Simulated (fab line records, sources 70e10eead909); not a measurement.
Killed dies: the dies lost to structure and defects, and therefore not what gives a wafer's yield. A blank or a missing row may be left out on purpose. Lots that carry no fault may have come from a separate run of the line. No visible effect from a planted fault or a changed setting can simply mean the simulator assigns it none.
Struck lot and sound lot, side by side :: flow nand-harc :: 15 out of 1302 route steps
Sound: the wafers L541.1, L541.4, L541.6. The struck wafers were L538.3, L538.5, L538.6. The cause comes at the end.
For every step that has rows: the tool of each side, followed by ch and its chambers, followed by its first start. Under that, the readings that differ: sound wafers :: struck wafers :: difference of the means :: sigmas: that difference in standard deviations of wafers without a fault.
alike: words and numbers the same on both sides, and readings whose means are apart by under 2 such deviations; not compared: readings that were withheld, readings missing a value for some wafer, numbers with overlapping values and no deviation given by the record, and bounds like >300 which may hide the same value.
A row with sigmas, a row that says differs or no value, or rows on one side alone: a step with any of these is where the two part. Numbers that have no deviation but don't overlap get no sigmas and don't part them. A reading that every wafer of one side lacks parts them only if that side has two wafers or more.

NHARC_A_CHANNEL_HOLE_D1_INSPECT_40:
  sound: defect-inspect-01 at day 16 03:14; struck: defect-inspect-02 at day 14 20:31
  alike: raw-defect-count
then, 3 steps without rows for these wafers: NHARC_A_CHANNEL_FILL_D1_PRECLEAN_00 (cleans in SC1); NHARC_A_CHANNEL_FILL_D1_SRD_01; NHARC_A_CHANNEL_FILL_D1_ALD_02 (deposits SiO2, target thk 6 nm, pulse time 10 s, ald cycles 60).
NHARC_A_CHANNEL_FILL_D1_ALD_03: deposits SiNx, target thk 6 nm, pulse time 60 s, ald cycles 58.
  sound on ald-sin-batch-03 ch 0; struck on ald-sin-batch-01 ch 0
  alike: precursor-pulse-height-rel
NHARC_A_CHANNEL_FILL_D1_ALD_14: deposits SiO2, target thk 2.5 nm, pulse time 10 s, ald cycles 25.
  sound on ald-hk-03 ch 0,1,2, day 16 10:27; struck on ald-hk-02 ch 2,3, day 15 01:03
  alike: heater-power-outer-w, heater-power-w, precursor-pulse-height-rel
then, 1 step without rows for these wafers: NHARC_A_CHANNEL_FILL_D1_ALD_15 (deposits SiNx, target thk 2 nm, pulse time 60 s, ald cycles 19).
NHARC_A_CHANNEL_FILL_D1_ALD_16: deposits SiO2, target thk 1.5 nm, pulse time 10 s, ald cycles 15.
  sound on ald-hk-01 ch 1,2,3, day 16 15:38; struck on ald-hk-03 ch 0,1,3, day 15 06:18
  alike: heater-power-outer-w, heater-power-w, precursor-pulse-height-rel
then, 2 steps without rows for these wafers: NHARC_A_CHANNEL_FILL_D1_ANNEAL_17 (time 1800 s); NHARC_A_CHANNEL_FILL_D1_CVD_18 (deposits poly-Si, target thk 3 nm).
NHARC_A_CHANNEL_FILL_D1_ETCHBACK_19: etches the open film in HBr/Cl2, target depth 5 nm, time 1.7 s.
  sound on rie-si-04 ch 0,1, day 17 05:49; struck on rie-si-01 ch 0,1, day 15 17:58
reading: oes-product-au (a.u.)
sound: 1.011 1.024 1.009
struck: 0.985 0.993 0.999
difference: -0.022
sigmas: -2
  alike: drypump-motor-current-A, mfc-cl2-sccm, throttle-valve-pct
  not compared: rf-hours-counter-h
NHARC_A_CHANNEL_FILL_D1_ETCHBACK_20: etches the open film in C4F8/O2/Ar, target depth 27 nm, time 13.5 s.
  sound on rie-diel-09 ch 0,2,3, day 17 05:56; struck on rie-diel-11 ch 2,3, day 15 18:06
  alike: oes-product-au, rf-vpp-V
  not compared: rf-hours-counter-h
NHARC_A_CHANNEL_FILL_D1_STRIP_28: strips in O2, time 20 s.
  sound on rie-diel-09 ch 0,1,3, day 17 06:02; struck on rie-diel-11 ch 0,1,3, day 15 18:12
  no value came back on the struck wafers for any of 8 readings (bias-w (W), chamber-pressure-mTorr (mTorr) and others); on the sound wafers bias-w (W) reads 0 0 0
  not compared: rf-hours-counter-h
then, 1 step without rows for these wafers: NHARC_A_CHANNEL_FILL_D1_PRECLEAN_21 (cleans in dHF, time 30 s).
-- break in the record here, with 14 days between the starts of the struck wafers on either side (left off in module A_CHANNEL_FILL_D1, picked up again in module END, where the first step shown is number 1302 on the route) --
NHARC_END_SORT_01:
  at this point the record logs the struck wafers (prober-02 ch 0, day 30 02:01) and has no rows for the sound ones

## WHERE THEY PART
At NHARC_A_CHANNEL_FILL_D1_ETCHBACK_19 first; at NHARC_END_SORT_01 last (within this record only).

WHY: the cause the simulator had injected
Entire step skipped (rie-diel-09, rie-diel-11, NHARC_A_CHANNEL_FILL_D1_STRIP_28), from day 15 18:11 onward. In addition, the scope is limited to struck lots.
